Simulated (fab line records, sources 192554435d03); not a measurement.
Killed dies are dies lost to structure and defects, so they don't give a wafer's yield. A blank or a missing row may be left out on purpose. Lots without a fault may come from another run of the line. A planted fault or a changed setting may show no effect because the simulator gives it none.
Split-lot experiment | flow n5_finfet | 7 lots, 21 wafers read, on a route of 1938 steps

THE SPLIT
At N5_HKMG_FIN_ETCH_32 (etches SOC in N2/H2, target depth 240 nm, time 300 s), the setting bias_w was moved away from the recipe's 150 W on 8 of the 21 wafers read, by -17.8% to -5.9%. The other wafers ran this setting at the recipe's value.

The reading is taken at the split's own step.

THE READING
rf_vpp_V, in V, at N5_HKMG_FIN_ETCH_32 (etches SOC in N2/H2, target depth 240 nm, time 300 s). Fault-free wafers of this fab line usually give 526.0 V, standard deviation 2 V.

wafer  | tool, chamber at the split | bias_w as run, W | against the recipe | rf_vpp_V, V | against lot-mates on the recipe
L079.3 | rie_diel-04, 1             | 150              | recipe             | 526.8       | -
L079.4 | rie_diel-04, 3             | 150              | recipe             | 524.6       | -
L079.6 | rie_diel-04, 1             | 150              | recipe             | 528.1       | -
L081.1 | rie_diel-05, 0             | 150              | recipe             | 529.3       | -
L081.2 | rie_diel-05, 2             | 125.4            | -16.4%             | 466.5       | -62.8
L081.4 | rie_diel-05, 1             | 125.4            | -16.4%             | 470.9       | -58.4
L088.1 | rie_diel-04, 1             | 150              | recipe             | 525.1       | -
L088.3 | rie_diel-04, 2             | 150              | recipe             | 527.7       | -
L088.4 | rie_diel-04, 0             | 150              | recipe             | 522.4       | -
L091.2 | rie_diel-06, 3             | 123.3            | -17.8%             | 465.6       | -59.4
L091.3 | rie_diel-06, 0             | 123.3            | -17.8%             | 464.3       | -60.7
L091.5 | rie_diel-06, 0             | 150              | recipe             | 525.0       | -
L094.3 | rie_diel-04, 1             | 141.2            | -5.9%              | 506.3       | -21.3
L094.4 | rie_diel-04, 0             | 141.2            | -5.9%              | 504.8       | -22.8
L094.6 | rie_diel-04, 2             | 150              | recipe             | 527.6       | -
L095.2 | rie_diel-04, 2             | 126.8            | -15.5%             | 474.0       | -53.0
L095.3 | rie_diel-04, 3             | 126.8            | -15.5%             | 472.1       | -54.9
L095.6 | rie_diel-04, 2             | 150              | recipe             | 527.0       | -
L096.3 | rie_diel-04, 2             | 150              | recipe             | 527.7       | -
L096.4 | rie_diel-04, 1             | 150              | recipe             | 525.7       | -
L096.6 | rie_diel-04, 1             | 150              | recipe             | 526.3       | -

THE FIT
A straight line over all 21 wafers: rf_vpp_V changes by +3.47 V for each +1% of bias_w; r = +1.00; the points scatter about the line by 1.7 V.
The same after taking each lot's own level away (the mean of its wafers on the recipe; 21 wafers): +3.51 V for each +1%; r = +1.00; scatter 1.9 V.
On that fit, the largest move of bias_w shifts the reading by 63 V.
The lots' own levels span 525.00 to 529.30 V, that is 2.1 times the standard deviation above.
So the lot-to-lot level changes the slope little: the two slopes agree.
Check: with one of the wafers moved furthest among these (-17.8%) left out of the fit, the line predicts -63.4 V for it against its lot-mates. It came out at -59.4 V against them.
Tool readings at the split's step, against how far the setting was moved: rf_vpp_V r = +1.00.

OTHER SPLITS ON THESE WAFERS
These wafers also went through other splits before the reading. Each is held against what the fit with the lots' levels taken away leaves over:
other split on the same wafers       | wafers away from the commonest value | r with rf_vpp_V (lot level and that fit taken away)
N5_SD_EPI_P_EPI_21 epi_growth_time_s | 5                                    | -0.38
N5_SD_ACTIVATION_LSA_01 temp_c       | 8                                    | +0.28
N5_HKMG_FIN_ETCH_31 bias_w           | 7                                    | +0.25

THE WHOLE CHAIN: every reading that the file lists as answering this split, in the file's order
step                | what it does                                         | reading                                                                           | change (the file's fit)               | r (the file's)
N5_HKMG_FIN_ETCH_32 | etches SOC in N2/H2, target depth 240 nm, time 300 s | rf_vpp_V                                                                          | +3.52 V for each +1% of the setting   | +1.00
N5_HKMG_FIN_ETCH_32 | etches SOC in N2/H2, target depth 240 nm, time 300 s | SiARC_of_HKMG_FIN_COAT_30.thk_nm (the simulator's own value, which no gauge read) | -0.163 nm for each +1% of the setting | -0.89

THE FILE'S OWN FIT
rf_vpp_V changes by +3.52 V for each +1% of bias_w, r = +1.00.
